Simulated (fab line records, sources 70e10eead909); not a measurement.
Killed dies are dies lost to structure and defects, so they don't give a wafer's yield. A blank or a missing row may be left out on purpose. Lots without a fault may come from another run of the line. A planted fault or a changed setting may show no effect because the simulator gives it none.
Which tool did it? | flow nand_harc | 11 lots, 33 wafers sampled, at 6 steps of a route of 1302

WHAT THE GAUGES READ, wafer by wafer
NHARC_A_M0_CD_MEAS_16. Usual: cd_nm 80.2 nm, standard deviation 0.77.
lot  | measured     | on        | cd_nm (nm)     | flag
L963 | day 23 09:16 | cd_sem-03 | 80.8 80.7 80.2 |
L962 | day 23 09:54 | cd_sem-02 | 80.9 81.3 81.4 |
L964 | day 23 15:17 | cd_sem-03 | 79.4 79.2 78.6 |
L966 | day 25 07:57 | cd_sem-01 | 79.8 80.9 80.1 |
L973 | day 26 22:41 | cd_sem-03 | 79.4 79.1 79.3 |
L974 | day 27 18:17 | cd_sem-03 | 79.9 79.7 80.4 |
L975 | day 28 12:52 | cd_sem-03 | 80.2 79.3 80.2 |
L978 | day 29 00:16 | cd_sem-03 | 80.3 79.5 79.9 |
L981 | day 31 01:15 | cd_sem-01 | 81.0 81.6 81.1 |
L982 | day 31 15:28 | cd_sem-03 | 80.1 78.6 79.2 |
L985 | day 32 14:17 | cd_sem-02 | 80.8 81.4 80.7 |

NHARC_A_M1_CD_MEAS_09: target cd 120 nm. Usual: cd_nm 120.2 nm, standard deviation 0.47.
lot  | measured     | on        | cd_nm (nm)        | flag
L963 | day 23 12:48 | cd_sem-03 | 119.9 120.7 119.9 |
L962 | day 23 13:53 | cd_sem-02 | 120.5 120.6 120.4 |
L964 | day 23 18:44 | cd_sem-02 | 120.0 120.0 119.8 |
L966 | day 25 11:25 | cd_sem-02 | 120.8 120.8 120.8 |
L973 | day 27 02:14 | cd_sem-03 | 119.6 118.5 120.1 |
L974 | day 27 21:44 | cd_sem-03 | 118.8 118.2 120.1 |
L975 | day 28 16:20 | cd_sem-02 | 119.6 120.7 120.2 |
L978 | day 29 03:52 | cd_sem-03 | 120.5 119.9 120.1 |
L981 | day 31 04:49 | cd_sem-02 | 119.9 119.6 119.6 |
L982 | day 31 19:22 | cd_sem-01 | 120.9 120.2 121.0 |
L985 | day 32 17:53 | cd_sem-01 | 119.6 119.5 119.2 |

NHARC_A_M1_INSPECT_11. Usual: raw_defect_count 90, standard deviation 34.
lot  | measured     | on                | raw_defect_count | flag
L963 | day 23 12:55 | defect_inspect-02 | 112 113 114      |
L962 | day 23 14:01 | defect_inspect-01 | 44 54 47         |
L964 | day 23 18:51 | defect_inspect-01 | 158 172 166      |
L966 | day 25 11:32 | defect_inspect-01 | 153 166 165      |
L973 | day 27 02:22 | defect_inspect-01 | 80 97 90         |
L974 | day 27 21:52 | defect_inspect-01 | 75 57 92         |
L975 | day 28 16:27 | defect_inspect-02 | 101 81 96        |
L978 | day 29 03:59 | defect_inspect-01 | 75 86 95         |
L981 | day 31 04:56 | defect_inspect-01 | 87 90 82         |
L982 | day 31 19:29 | defect_inspect-02 | 101 82 82        |
L985 | day 32 18:01 | defect_inspect-01 | 116 103 103      |

NHARC_END_SORT_01. Usual: defect_limited_yield 91.4 %, standard deviation 2.9; killed_at_array 54, standard deviation 20; killed_at_other 0.9, standard deviation 1.1; killed_at_periphery 3.8, standard deviation 2.4; killed_dies 58, standard deviation 20; killed_open 3.5, standard deviation 1.9; killed_short 2.5, standard deviation 1.6; sort_bin_2_pct 3.1 %, standard deviation 1.2; sort_bin_3_pct 0.6 %, standard deviation 0.39; sort_bin_4_pct 4.9 %, standard deviation 1.7; sort_n_pass 619, standard deviation 20; sort_rim_yield_pct 91 %, standard deviation 4.3; sort_yield_pct 91.4 %, standard deviation 2.9.
lot  | measured     | on        | defect_limited_yield (%) | killed_at_array | killed_at_other | killed_at_periphery | killed_dies | killed_open | killed_short | sort_bin_2_pct (%) | sort_bin_3_pct (%) | sort_bin_4_pct (%) | sort_n_pass | sort_rim_yield_pct (%) | sort_yield_pct (%) | flag
L963 | day 25 01:52 | prober-02 | 86.7 87.9 87.9           | 84 72 76        | 1 4 0           | 5 6 6               | 90 82 82    | 1 4 5       | 0 2 0        | 4.6 3.2 4.4        | 0.6 0.9 0.4        | 8.1 8.0 7.2        | 587 595 595 | 89 79 94               | 86.7 87.9 87.9     |
L962 | day 25 00:17 | prober-01 | 93.9 95.1 97.6           | 38 30 13        | 1 1 1           | 2 2 2               | 41 33 16    | 3 3 2       | 3 2 1        | 1.5 1.6 0.4        | 0.4 0 0            | 4.1 3.2 1.9        | 636 644 661 | 93 89 93               | 93.9 95.1 97.6     |
L964 | day 25 09:43 | prober-02 | 88.3 84.9 84.0           | 74 98 103       | 0 1 1           | 5 3 4               | 79 102 108  | 3 4 1       | 3 1 3        | 3.5 6.2 5.6        | 1.6 1.3 1.3        | 6.5 7.5 9.0        | 598 575 569 | 91 81 86               | 88.3 84.9 84.0     |
L966 | day 27 02:41 | prober-02 | 88.5 87.6 89.2           | 73 78 69        | 0 2 0           | 5 4 4               | 78 84 73    | 2 3 4       | 4 3 3        | 4.3 5.3 3.8        | 1.0 0.4 1.5        | 6.2 6.6 5.5        | 599 593 604 | 92 87 82               | 88.5 87.6 89.2     |
L973 | day 28 15:58 | prober-02 | 91.0 89.4 92.3           | 59 68 49        | 1 0 1           | 1 4 2               | 61 72 52    | 4 2 3       | 3 1 2        | 2.7 4.4 3.5        | 1.5 0.6 0.3        | 4.9 5.6 3.8        | 616 605 625 | 91 97 84               | 91.0 89.4 92.3     |
L974 | day 29 09:58 | prober-02 | 88.6 94.2 90.0           | 69 32 60        | 2 2 1           | 6 5 7               | 77 39 68    | 10 4 6      | 4 3 1        | 4.4 2.2 3.2        | 0.4 0.4 0.4        | 6.5 3.1 6.4        | 600 638 609 | 97 89 92               | 88.6 94.2 90.0     |
L975 | day 30 02:03 | prober-02 | 87.6 91.6 89.7           | 72 49 67        | 1 1 0           | 11 7 3              | 84 57 70    | 4 6 5       | 1 5 1        | 4.0 3.5 3.8        | 0.9 0.6 0.6        | 7.5 4.3 5.9        | 593 620 607 | 97 85 92               | 87.6 91.6 89.7     |
L978 | day 30 16:07 | prober-02 | 90.4 95.6 93.4           | 59 25 43        | 0 0 0           | 6 5 2               | 65 30 45    | 7 5 4       | 2 0 4        | 3.4 1.8 2.2        | 0.6 0.3 0.9        | 5.6 2.4 3.5        | 612 647 632 | 93 89 90               | 90.4 95.6 93.4     |
L981 | day 32 20:59 | prober-02 | 92.2 91.9 93.1           | 43 50 40        | 2 2 1           | 8 3 6               | 53 55 47    | 3 0 4       | 5 1 2        | 3.8 3.2 3.1        | 0.1 0.4 0.3        | 3.8 4.4 3.5        | 624 622 630 | 89 90 90               | 92.2 91.9 93.1     |
L982 | day 33 09:10 | prober-02 | 90.0 90.7 91.1           | 65 62 58        | 1 0 0           | 2 1 2               | 68 63 60    | 4 5 3       | 1 6 3        | 3.7 4.1 4.0        | 0.7 0.6 0.3        | 5.6 4.6 4.6        | 609 614 617 | 94 97 92               | 90.0 90.7 91.1     |
L985 | day 34 05:14 | prober-01 | 89.2 91.0 88.6           | 68 59 75        | 3 1 1           | 2 1 1               | 73 61 77    | 4 7 2       | 0 0 1        | 2.7 3.2 3.1        | 0.7 0.9 0.9        | 7.4 4.9 7.4        | 604 616 600 | 88 86 87               | 89.2 91.0 88.6     |

WHICH TOOL RAN EACH LOT (tool, then ch and the chambers of the sampled wafers, then the start)
lot  | NHARC_A_M1_PEB_07                 | NHARC_A_M1_ETCH_35
L963 | litho_track-04 ch 0, day 23 12:43 | rie_diel-04 ch 0,2, day 23 13:04
L962 | litho_track-01 ch 0, day 23 13:49 | rie_diel-12 ch 0,1,3, day 23 14:10
L964 | litho_track-04 ch 0, day 23 18:38 | rie_diel-10 ch 1,2,3, day 23 19:01
L966 | litho_track-04 ch 0, day 25 11:20 | rie_diel-04 ch 0,1,2, day 25 11:41
L973 | litho_track-04 ch 0, day 27 02:10 | rie_diel-04 ch 0,2,3, day 27 02:31
L974 | litho_track-04 ch 0, day 27 21:39 | rie_diel-10 ch 0,1,3, day 27 22:00
L975 | litho_track-06 ch 0, day 28 16:15 | rie_diel-12 ch 1,2,3, day 28 16:36
L978 | litho_track-06 ch 0, day 29 03:47 | rie_diel-10 ch 0,1,3, day 29 04:08
L981 | litho_track-04 ch 0, day 31 04:44 | rie_diel-12 ch 1,2,3, day 31 05:06
L982 | litho_track-04 ch 0, day 31 19:17 | rie_diel-04 ch 0,1, day 31 19:38
L985 | litho_track-01 ch 0, day 32 17:48 | rie_diel-10 ch 1,2, day 32 18:09
- NHARC_A_M1_PEB_07: peb time 65 s.
- NHARC_A_M1_ETCH_35: etches the open film in N2/H2, target depth 40 nm, overetch 12 nm, time 43.94 s.

WHAT THE TOOLS THEMSELVES READ (means of the sampled wafers that have a number; where no wafer has one, the mark that the record gives instead)
NHARC_A_M1_PEB_07. Usual: chill_plate_temp_C 23.00 C, standard deviation 0.11; heater_power_total_W 156.7 W, standard deviation 0.42.
lot  | tool           | chill_plate_temp_C (C) | heater_power_total_W (W) | flag
L963 | litho_track-04 | 22.98                  | 157.0                    |
L962 | litho_track-01 | 23.07                  | 156.7                    |
L964 | litho_track-04 | 22.86                  | 156.7                    |
L966 | litho_track-04 | 22.99                  | 156.9                    |
L973 | litho_track-04 | 22.95                  | 159.2                    | OFF
L974 | litho_track-04 | 23.07                  | 159.1                    | OFF
L975 | litho_track-06 | 22.96                  | 157.0                    |
L978 | litho_track-06 | 23.16                  | 157.1                    |
L981 | litho_track-04 | 22.99                  | 157.0                    |
L982 | litho_track-04 | 22.89                  | 156.5                    |
L985 | litho_track-01 | 23.13                  | 156.9                    |

NHARC_A_M1_ETCH_35. Usual: drypump_motor_current_A 5.9 A, standard deviation 0.54; oes_product_au 0.999 a.u., standard deviation 0.0072; rf_fwd_power_W 395.4 W, standard deviation 1.5; rf_vpp_V 430.4 V, standard deviation 2.7; showerhead_plenum_p_Torr 2.04 Torr, standard deviation 0.095; throttle_valve_pct 14.171 %, standard deviation 0.0097.
lot  | tool        | drypump_motor_current_A (A) | oes_product_au (a.u.) | rf_fwd_power_W (W) | rf_vpp_V (V) | showerhead_plenum_p_Torr (Torr) | throttle_valve_pct (%) | flag
L963 | rie_diel-04 | 5.9                         | 0.994                 | 394.4              | 427.2        | 1.94                            | 14.178                 |
L962 | rie_diel-12 | 5.6                         | 0.999                 | 395.5              | 430.7        | 2.04                            | 14.175                 |
L964 | rie_diel-10 | 6.0                         | 1.003                 | 394.8              | 432.6        | 2.11                            | 14.162                 |
L966 | rie_diel-04 | 5.8                         | 1.001                 | 395.8              | 427.8        | 1.96                            | 14.161                 |
L973 | rie_diel-04 | 5.7                         | 0.998                 | 395.0              | 427.9        | 1.95                            | 14.171                 |
L974 | rie_diel-10 | 6.0                         | 0.999                 | 396.5              | 430.8        | 2.04                            | 14.171                 |
L975 | rie_diel-12 | 6.2                         | 1.003                 | 395.1              | 431.3        | 2.08                            | 14.175                 |
L978 | rie_diel-10 | 6.0                         | 0.998                 | 396.3              | 430.3        | 2.04                            | 14.173                 |
L981 | rie_diel-12 | 6.2                         | 1.001                 | 393.8              | 431.4        | 2.08                            | 14.162                 |
L982 | rie_diel-04 | 5.8                         | 1.003                 | 396.8              | 428.7        | 1.96                            | 14.169                 |
L985 | rie_diel-10 | 5.4                         | 1.005                 | 396.1              | 433.8        | 2.19                            | 14.171                 |

THE ANSWER, worked out from the rows above alone
Rule: a lot is off if the mean of its wafers that have a number lies more than 3 standard deviations from the usual mean. A lot without any number at a reading at which 4 lots or more have one is off too. The other lots that the step has rows for count as sound. The gauges are gone through in route order, then the tools' own readings, and for those a lot's mean is taken as printed above. The first step at which some lot is off is used, and at that step the reading that is off furthest; a lot without a number counts as furthest.
Off: L973, L974, at NHARC_A_M1_PEB_07 (heater_power_total_W).
A tool fits if, at that step or a process step before it, it ran every lot that is off, and no sound lot after the first of them. None of those tried fits.

WHAT THE SIMULATOR HAD PUT IN
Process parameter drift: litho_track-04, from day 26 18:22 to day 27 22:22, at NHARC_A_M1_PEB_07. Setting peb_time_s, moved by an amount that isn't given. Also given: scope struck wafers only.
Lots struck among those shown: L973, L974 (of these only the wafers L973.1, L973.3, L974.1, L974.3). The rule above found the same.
